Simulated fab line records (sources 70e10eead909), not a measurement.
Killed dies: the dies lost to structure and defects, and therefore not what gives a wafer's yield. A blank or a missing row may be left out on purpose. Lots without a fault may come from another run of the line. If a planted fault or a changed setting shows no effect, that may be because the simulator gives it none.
Chamber matching + flow nand harc + pecvd-02 running NHARC_A_M0_DEP_32: 3 sister chambers
The step deposits SiCN, target thk 30 nm. 3 wafers are shown with their chamber, then 11 later ones without.

## WAFERS PAIRED WITH THEIR CHAMBERS
| wafer  | chamber | heater power w (W) |
|--------|---------|--------------------|
| L086.3 | 2       | 624                |
| L086.4 | 1       | 531                |
| L085.2 | 0       | 746                |

## WAFERS WITH NO CHAMBER GIVEN
| wafer  | heater power w (W) |
|--------|--------------------|
| L085.3 | 510                |
| L085.6 | 776                |
| L089.1 | 534                |
| L089.2 | 761                |
| L089.3 | 586                |
| L093.1 | 738                |
| L093.2 | 564                |
| L093.4 | 570                |
| L093.3 | 567                |
| L093.5 | 578                |
| L093.6 | 750                |

## EACH ONE'S CHAMBER
| wafer  | from the rows above     | in truth |
|--------|-------------------------|----------|
| L085.3 | 1                       | 1        |
| L085.6 | 0                       | 0        |
| L089.1 | 1                       | 1        |
| L089.2 | 0                       | 0        |
| L089.3 | can't be placed: 2 or 1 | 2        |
| L093.1 | 0                       | 0        |
| L093.2 | can't be placed: 1 or 2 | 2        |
| L093.4 | can't be placed: 1 or 2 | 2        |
| L093.3 | can't be placed: 1 or 2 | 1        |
| L093.5 | can't be placed: 2 or 1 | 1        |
| L093.6 | 0                       | 0        |
Correctly placed: 6 of 11. These rows do not allow placing 5 (true chamber among the candidates in 5). Placed wrongly: 0.
How it was worked out, from the rows above alone: a wafer's distance from a chamber is the root of the sum, over the readings, of the square of ((its reading less the chamber's mean) divided by the reading's scatter). The wafer belongs to the nearest chamber; if the next one is less than 2 further off, it can't be placed. For every chamber, the mean is computed from those of its wafers that are shown. The scatter (one wafer shown for each chamber): square how far every hidden wafer sits from the nearest shown wafer, average those squares and take the square root.
